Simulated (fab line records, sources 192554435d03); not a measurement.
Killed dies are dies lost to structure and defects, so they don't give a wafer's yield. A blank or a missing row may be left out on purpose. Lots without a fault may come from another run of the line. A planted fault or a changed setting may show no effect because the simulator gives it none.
Chamber matching | flow n5_finfet | N5_BEOL_M4_PECVD_72 on pecvd-03: 3 sister chambers
The step deposits SiO2 from TEOS/O2, target thk 16 nm, time 18 s. 6 wafers are shown with their chamber, then 9 later ones without.

WAFERS WITH THEIR CHAMBER
wafer  | chamber | throttle_valve_pct (%) | showerhead_plenum_p_Torr (Torr)
L085.3 | 1       | 23.1                   | 8.77
L091.1 | 0       | 21.7                   | 8.76
L091.6 | 1       | 22.9                   | 8.76
L090.2 | 2       | 20.7                   | 8.74
L090.4 | 0       | 21.9                   | 8.77
L090.5 | 2       | 20.9                   | 8.74

WAFERS WITHOUT THEIR CHAMBER
wafer  | throttle_valve_pct (%) | showerhead_plenum_p_Torr (Torr)
L092.1 | 20.7                   | 8.70
L092.4 | 21.6                   | 8.78
L092.6 | 20.7                   | 8.77
L096.4 | 21.6                   | 8.77
L096.5 | 22.6                   | 8.77
L096.6 | 21.0                   | 8.72
L097.1 | 21.4                   | 8.76
L097.4 | 22.8                   | 8.76
L097.5 | 20.9                   | 8.74

WHICH CHAMBER EACH WENT THROUGH
wafer  | from the rows above | in truth
L092.1 | 2                   | 2
L092.4 | 0                   | 0
L092.6 | 2                   | 2
L096.4 | 0                   | 0
L096.5 | 1                   | 1
L096.6 | 2                   | 2
L097.1 | 0                   | 0
L097.4 | 1                   | 1
L097.5 | 2                   | 2
Placed correctly: 9 of 9. Can't be placed from these rows: 0. Placed wrongly: 0.
How it was worked out, from the rows above alone: a wafer's distance from a chamber is the root of the sum, over the readings, of the square of ((its reading less the chamber's mean) divided by the reading's scatter). The wafer belongs to the nearest chamber; if the next one is less than 2 further off, it can't be placed. A chamber's mean is the mean of its shown wafers. The scatter: the root of (the sum of the squares of (reading less its chamber's mean) over the shown wafers, divided by (wafers less chambers)).
